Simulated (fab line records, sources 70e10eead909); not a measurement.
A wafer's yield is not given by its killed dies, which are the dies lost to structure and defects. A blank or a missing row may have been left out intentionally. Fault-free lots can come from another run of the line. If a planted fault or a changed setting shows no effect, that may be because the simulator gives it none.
What tool caused it? / flow nand-harc / 14 lots with 42 wafers sampled at 5 steps, on a route of 1302 steps

== WHAT THE GAUGES SHOWED, per wafer ==
NHARC_A_DECK1_JOINT_THK_MEAS_14: measures by ellipsometry.
lot=L565; measured=day 11 21:11; on=film-metro-02; thk-nm (nm)=50.6 47.9 50.1
lot=L568; measured=day 12 18:44; on=film-metro-01; thk-nm (nm)=50.1 49.8 51.9
lot=L567; measured=day 13 05:41; on=film-metro-01; thk-nm (nm)=51.7 51.2 51.0
lot=L569; measured=day 13 18:15; on=film-metro-01; thk-nm (nm)=53.5 51.3 51.1
lot=L570; measured=day 13 18:16; on=film-metro-01; thk-nm (nm)=53.7 51.7 51.5
lot=L571; measured=day 14 07:35; on=film-metro-02; thk-nm (nm)=52.5 47.8 50.2
lot=L576; measured=day 15 21:09; on=film-metro-02; thk-nm (nm)=51.5 51.8 49.9
lot=L575; measured=day 15 21:09; on=film-metro-01; thk-nm (nm)=49.5 46.7 51.3
lot=L577; measured=day 16 16:41; on=film-metro-01; thk-nm (nm)=48.7 46.8 49.7
lot=L582; measured=day 18 20:27; on=film-metro-01; thk-nm (nm)=51.9 53.7 53.2
lot=L583; measured=day 19 02:25; on=film-metro-02; thk-nm (nm)=55.4 52.7 53.5
lot=L584; measured=day 20 03:41; on=film-metro-02; thk-nm (nm)=50.3 50.6 50.0
lot=L586; measured=day 20 12:44; on=film-metro-01; thk-nm (nm)=49.9 51.8 49.3
lot=L587; measured=day 21 03:23; on=film-metro-02; thk-nm (nm)=54.0 52.1 53.2

NHARC_A_ONON_D2_THK_MEAS_18: measures by ellipsometry.
lot=L565; measured=day 13 05:07; on=film-metro-01; thk-nm (nm)=1012 1012 1012
lot=L568; measured=day 14 15:16; on=film-metro-01; thk-nm (nm)=1000 1001 1000
lot=L567; measured=day 14 15:16; on=film-metro-02; thk-nm (nm)=994 992 993
lot=L569; measured=day 15 11:53; on=film-metro-01; thk-nm (nm)=1001 999 1000
lot=L570; measured=day 15 11:53; on=film-metro-02; thk-nm (nm)=1016 1016 1015
lot=L571; measured=day 15 20:09; on=film-metro-01; thk-nm (nm)=997 996 997
lot=L576; measured=day 17 01:40; on=film-metro-01; thk-nm (nm)=993 993 993
lot=L575; measured=day 17 05:59; on=film-metro-02; thk-nm (nm)=964 1010 964
lot=L577; measured=day 18 02:29; on=film-metro-02; thk-nm (nm)=957 1000 1000
lot=L582; measured=day 20 02:34; on=film-metro-01; thk-nm (nm)=999 999 999
lot=L583; measured=day 20 16:34; on=film-metro-01; thk-nm (nm)=998 1000 1000
lot=L584; measured=day 21 15:05; on=film-metro-01; thk-nm (nm)=982 982 981
lot=L586; measured=day 21 21:55; on=film-metro-01; thk-nm (nm)=1012 1012 1009
lot=L587; measured=day 22 12:56; on=film-metro-02; thk-nm (nm)=1003 1003 1004

NHARC_END_SORT_01.
lot=L575; measured=day 29 16:59; on=prober-02; killed-at-array=669 67 672; killed-at-other=3 1 1; killed-at-periphery=5 5 4; killed-dies=677 73 677; killed-open=7 4 3; killed-short=1 1 1
lot=L577; measured=day 30 02:23; on=prober-02; killed-at-array=671 48 48; killed-at-other=1 0 0; killed-at-periphery=5 5 2; killed-dies=677 53 50; killed-open=3 3 0; killed-short=4 2 1

== EACH LOT AND THE TOOL THAT RAN IT (in order: tool; ch and the chambers of the sampled wafers; start) ==
lot=L565; NHARC_A_DECK1_JOINT_ETCHBACK_00=rie-si-03 ch 0,3, day 11 21:19; NHARC_A_ONON_D2_DEP_16=pecvd-onon-04 ch 0, day 13 04:43
lot=L568; NHARC_A_DECK1_JOINT_ETCHBACK_00=rie-si-06 ch 0,1,2, day 12 18:54; NHARC_A_ONON_D2_DEP_16=pecvd-onon-04 ch 0, day 14 14:56
lot=L567; NHARC_A_DECK1_JOINT_ETCHBACK_00=rie-si-02 ch 2,3, day 13 05:49; NHARC_A_ONON_D2_DEP_16=pecvd-onon-01 ch 0, day 14 14:49
lot=L569; NHARC_A_DECK1_JOINT_ETCHBACK_00=rie-si-02 ch 0,2, day 13 18:24; NHARC_A_ONON_D2_DEP_16=pecvd-onon-02 ch 0, day 15 11:22
lot=L570; NHARC_A_DECK1_JOINT_ETCHBACK_00=rie-si-06 ch 0,1, day 13 18:26; NHARC_A_ONON_D2_DEP_16=pecvd-onon-04 ch 0, day 15 11:22
lot=L571; NHARC_A_DECK1_JOINT_ETCHBACK_00=rie-si-06 ch 0,1,2, day 14 07:43; NHARC_A_ONON_D2_DEP_16=pecvd-onon-04 ch 0, day 15 19:38
lot=L576; NHARC_A_DECK1_JOINT_ETCHBACK_00=rie-si-06 ch 1,2,3, day 15 21:18; NHARC_A_ONON_D2_DEP_16=pecvd-onon-01 ch 0, day 17 01:12
lot=L575; NHARC_A_DECK1_JOINT_ETCHBACK_00=rie-si-02 ch 2,3, day 15 21:17; NHARC_A_ONON_D2_DEP_16=pecvd-onon-04 ch 0, day 17 05:36
lot=L577; NHARC_A_DECK1_JOINT_ETCHBACK_00=rie-si-03 ch 1,2,3, day 16 16:50; NHARC_A_ONON_D2_DEP_16=pecvd-onon-04 ch 0, day 18 01:58
lot=L582; NHARC_A_DECK1_JOINT_ETCHBACK_00=rie-si-03 ch 0,3, day 18 20:37; NHARC_A_ONON_D2_DEP_16=pecvd-onon-02 ch 0, day 20 02:04
lot=L583; NHARC_A_DECK1_JOINT_ETCHBACK_00=rie-si-02 ch 2,3, day 19 02:32; NHARC_A_ONON_D2_DEP_16=pecvd-onon-04 ch 0, day 20 16:03
lot=L584; NHARC_A_DECK1_JOINT_ETCHBACK_00=rie-si-03 ch 0,3, day 20 03:49; NHARC_A_ONON_D2_DEP_16=pecvd-onon-02 ch 0, day 21 14:35
lot=L586; NHARC_A_DECK1_JOINT_ETCHBACK_00=rie-si-02 ch 0,1,2, day 20 12:52; NHARC_A_ONON_D2_DEP_16=pecvd-onon-02 ch 0, day 21 21:25
lot=L587; NHARC_A_DECK1_JOINT_ETCHBACK_00=rie-si-02 ch 1,2, day 21 03:31; NHARC_A_ONON_D2_DEP_16=pecvd-onon-02 ch 0, day 22 12:29
- NHARC_A_DECK1_JOINT_ETCHBACK_00: etches the open film in HBr, target depth 30 nm, time 17.4 s.
- NHARC_A_ONON_D2_DEP_16: target thk 1000 nm.

== AS READ BY THE TOOLS THEMSELVES (means over the sampled wafers that have a number; for cases with no such wafer, the mark the record gives instead) ==
NHARC_A_DECK1_JOINT_ETCHBACK_00.
lot=L565; tool=rie-si-03; drypump-motor-current-A (A)=5.9; oes-product-au (a.u.)=1.010; throttle-valve-pct (%)=23.259
lot=L568; tool=rie-si-06; drypump-motor-current-A (A)=5.7; oes-product-au (a.u.)=1.001; throttle-valve-pct (%)=23.263
lot=L567; tool=rie-si-02; drypump-motor-current-A (A)=6.3; oes-product-au (a.u.)=0.990; throttle-valve-pct (%)=23.272
lot=L569; tool=rie-si-02; drypump-motor-current-A (A)=6.0; oes-product-au (a.u.)=1.003; throttle-valve-pct (%)=23.268
lot=L570; tool=rie-si-06; drypump-motor-current-A (A)=5.3; oes-product-au (a.u.)=1.002; throttle-valve-pct (%)=23.271
lot=L571; tool=rie-si-06; drypump-motor-current-A (A)=5.7; oes-product-au (a.u.)=1.006; throttle-valve-pct (%)=23.262
lot=L576; tool=rie-si-06; drypump-motor-current-A (A)=6.0; oes-product-au (a.u.)=1.008; throttle-valve-pct (%)=23.263
lot=L575; tool=rie-si-02; drypump-motor-current-A (A)=6.1; oes-product-au (a.u.)=0.999; throttle-valve-pct (%)=23.254
lot=L577; tool=rie-si-03; drypump-motor-current-A (A)=5.7; oes-product-au (a.u.)=0.997; throttle-valve-pct (%)=23.272
lot=L582; tool=rie-si-03; drypump-motor-current-A (A)=5.9; oes-product-au (a.u.)=1.005; throttle-valve-pct (%)=23.263
lot=L583; tool=rie-si-02; drypump-motor-current-A (A)=6.3; oes-product-au (a.u.)=0.983; throttle-valve-pct (%)=23.281
lot=L584; tool=rie-si-03; drypump-motor-current-A (A)=6.2; oes-product-au (a.u.)=1.017; throttle-valve-pct (%)=23.263
lot=L586; tool=rie-si-02; drypump-motor-current-A (A)=6.1; oes-product-au (a.u.)=1.010; throttle-valve-pct (%)=23.268
lot=L587; tool=rie-si-02; drypump-motor-current-A (A)=6.1; oes-product-au (a.u.)=0.997; throttle-valve-pct (%)=23.266

== THE ANSWER, worked out from the rows above alone ==
Rule: what is usual is taken from the lots themselves. Put in order of their means at a reading, lots are off if they are a third of the lots or fewer, leave a main group of 4 or more, and stand apart from it by a gap of 3 or more times the standard deviation of the main group's means; of several such gaps the widest counts. Not used: any main group whose means are identical at the precision the tables above print for the reading. Also off: a lot with no number at a reading for which 4 or more lots have one. All remaining lots with rows at the step are treated as sound. First the gauges in route order, then the tools' own readings, where a lot's mean is used as printed above. The first step at which some lot is off is used, and at that step the reading that is off furthest; a lot without a number counts as furthest.
No lot is off on any of the readings shown, so nothing can be concluded from this.

== WHAT THE SIMULATOR PUT IN ==
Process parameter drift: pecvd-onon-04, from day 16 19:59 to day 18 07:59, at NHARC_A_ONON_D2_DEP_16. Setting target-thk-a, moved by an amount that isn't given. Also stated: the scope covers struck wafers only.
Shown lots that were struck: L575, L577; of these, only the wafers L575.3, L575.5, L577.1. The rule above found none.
